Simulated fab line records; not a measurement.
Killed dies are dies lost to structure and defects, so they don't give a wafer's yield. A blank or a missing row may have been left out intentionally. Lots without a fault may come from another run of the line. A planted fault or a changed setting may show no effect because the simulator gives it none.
Lot-split experiment || flow n5-finfet || on a route of 1938 steps: 7 lots, 21 wafers read

## ON THE SPLIT
At N5_MOL_CONTACT_COAG_VIA_ETCH_46 (etches SiO2 in C4F6/O2, target depth 46 nm, overetch 9.2 nm, time 40 s), the setting bias-w was moved away from the recipe's 455 W on 9 of the 21 wafers read, by -14.3% to +17.4%. The other wafers ran this setting at the recipe's value.

The reading comes from the split's own step.

## THE READING
rf-vpp-V, in V, at N5_MOL_CONTACT_COAG_VIA_ETCH_46 (etches SiO2 in C4F6/O2, target depth 46 nm, overetch 9.2 nm, time 40 s). On this fab line, fault-free wafers typically give 1588 V with a standard deviation of 29 V.

{"wafer": "L074.3", "tool, chamber at the split": "rie-diel-01, 0", "bias-w as run, W": 455, "against the recipe": "recipe", "rf-vpp-V, V": 1542, "against lot-mates on the recipe": "-"}
{"wafer": "L074.5", "tool, chamber at the split": "rie-diel-01, 0", "bias-w as run, W": 455, "against the recipe": "recipe", "rf-vpp-V, V": 1543, "against lot-mates on the recipe": "-"}
{"wafer": "L074.6", "tool, chamber at the split": "rie-diel-01, 1", "bias-w as run, W": 520.9, "against the recipe": "+14.5%", "rf-vpp-V, V": 1738, "against lot-mates on the recipe": "+196"}
{"wafer": "L078.2", "tool, chamber at the split": "rie-diel-04, 1", "bias-w as run, W": 455, "against the recipe": "recipe", "rf-vpp-V, V": 1564, "against lot-mates on the recipe": "-"}
{"wafer": "L078.5", "tool, chamber at the split": "rie-diel-04, 1", "bias-w as run, W": 455, "against the recipe": "recipe", "rf-vpp-V, V": 1566, "against lot-mates on the recipe": "-"}
{"wafer": "L078.6", "tool, chamber at the split": "rie-diel-04, 0", "bias-w as run, W": 455, "against the recipe": "recipe", "rf-vpp-V, V": 1593, "against lot-mates on the recipe": "-"}
{"wafer": "L079.1", "tool, chamber at the split": "rie-diel-01, 1", "bias-w as run, W": 434.1, "against the recipe": "-4.6%", "rf-vpp-V, V": 1518, "against lot-mates on the recipe": -96}
{"wafer": "L079.2", "tool, chamber at the split": "rie-diel-01, 3", "bias-w as run, W": 434.1, "against the recipe": "-4.6%", "rf-vpp-V, V": 1567, "against lot-mates on the recipe": -47}
{"wafer": "L079.3", "tool, chamber at the split": "rie-diel-01, 2", "bias-w as run, W": 455, "against the recipe": "recipe", "rf-vpp-V, V": 1614, "against lot-mates on the recipe": "-"}
{"wafer": "L085.1", "tool, chamber at the split": "rie-diel-04, 2", "bias-w as run, W": 455, "against the recipe": "recipe", "rf-vpp-V, V": 1606, "against lot-mates on the recipe": "-"}
{"wafer": "L085.3", "tool, chamber at the split": "rie-diel-04, 3", "bias-w as run, W": 392.5, "against the recipe": "-13.7%", "rf-vpp-V, V": 1443, "against lot-mates on the recipe": -156}
{"wafer": "L085.6", "tool, chamber at the split": "rie-diel-04, 0", "bias-w as run, W": 455, "against the recipe": "recipe", "rf-vpp-V, V": 1591, "against lot-mates on the recipe": "-"}
{"wafer": "L094.4", "tool, chamber at the split": "rie-diel-02, 0", "bias-w as run, W": 491.7, "against the recipe": "+8.1%", "rf-vpp-V, V": 1681, "against lot-mates on the recipe": "+57"}
{"wafer": "L094.5", "tool, chamber at the split": "rie-diel-02, 3", "bias-w as run, W": 455, "against the recipe": "recipe", "rf-vpp-V, V": 1624, "against lot-mates on the recipe": "-"}
{"wafer": "L094.6", "tool, chamber at the split": "rie-diel-02, 1", "bias-w as run, W": 491.7, "against the recipe": "+8.1%", "rf-vpp-V, V": 1661, "against lot-mates on the recipe": "+37"}
{"wafer": "L096.2", "tool, chamber at the split": "rie-diel-04, 1", "bias-w as run, W": 534.2, "against the recipe": "+17.4%", "rf-vpp-V, V": 1761, "against lot-mates on the recipe": "+176"}
{"wafer": "L096.3", "tool, chamber at the split": "rie-diel-04, 2", "bias-w as run, W": 455, "against the recipe": "recipe", "rf-vpp-V, V": 1604, "against lot-mates on the recipe": "-"}
{"wafer": "L096.6", "tool, chamber at the split": "rie-diel-04, 1", "bias-w as run, W": 455, "against the recipe": "recipe", "rf-vpp-V, V": 1566, "against lot-mates on the recipe": "-"}
{"wafer": "L097.2", "tool, chamber at the split": "rie-diel-04, 1", "bias-w as run, W": 389.8, "against the recipe": "-14.3%", "rf-vpp-V, V": 1392, "against lot-mates on the recipe": -197}
{"wafer": "L097.3", "tool, chamber at the split": "rie-diel-04, 2", "bias-w as run, W": 389.8, "against the recipe": "-14.3%", "rf-vpp-V, V": 1429, "against lot-mates on the recipe": -160}
{"wafer": "L097.4", "tool, chamber at the split": "rie-diel-04, 0", "bias-w as run, W": 455, "against the recipe": "recipe", "rf-vpp-V, V": 1589, "against lot-mates on the recipe": "-"}

FIT RESULTS
A straight line over all 21 wafers: rf-vpp-V changes by +10.9 V for each +1% of bias-w; r = +0.97; the points scatter about the line by 24 V.
The same after taking each lot's own level away (the mean of its wafers on the recipe; 21 wafers): +11.3 V for each +1%; r = +0.97; scatter 22 V.
According to that fit, moving bias-w by its largest amount changes the reading by 2e+02 V.
Across the lots, their own levels run from 1542.5 to 1624.0 V, a range of 2.8 times the standard deviation given above.
So the lot-to-lot level changes the slope little: the two slopes agree.
Check: with one of the wafers moved furthest among these (+17.4%) left out of the fit, the line predicts +195 V for it against its lot-mates. Against them it came out at +176 V.
Tool readings at the split's step, against how far the setting was moved: rf-vpp-V r = +0.97.

## THESE WAFERS: OTHER SPLITS
Before the reading, these wafers also passed through other splits. Each is held against what the fit with the lots' levels taken away leaves over:
{"other split on the same wafers": "N5_MOL_CONTACT_COAG_COAT_02 spin-rpm", "wafers away from the commonest value": 4, "r with rf-vpp-V (lot level and that fit taken away)": -0.22}
{"other split on the same wafers": "N5_MOL_CONTACT_COAG_ALD_27 ald-cycles", "wafers away from the commonest value": 7, "r with rf-vpp-V (lot level and that fit taken away)": "+0.16"}
{"other split on the same wafers": "N5_MOL_CONTACT_COAG_ALD_123 ald-cycles", "wafers away from the commonest value": 8, "r with rf-vpp-V (lot level and that fit taken away)": "+0.22"}
{"other split on the same wafers": "N5_MOL_CONTACT_COAG_ETCHBACK_135 time-s", "wafers away from the commonest value": 8, "r with rf-vpp-V (lot level and that fit taken away)": -0.16}

## THE FILE'S OWN FIT
rf-vpp-V changes by +11.4 V for each +1% of bias-w, r = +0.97.
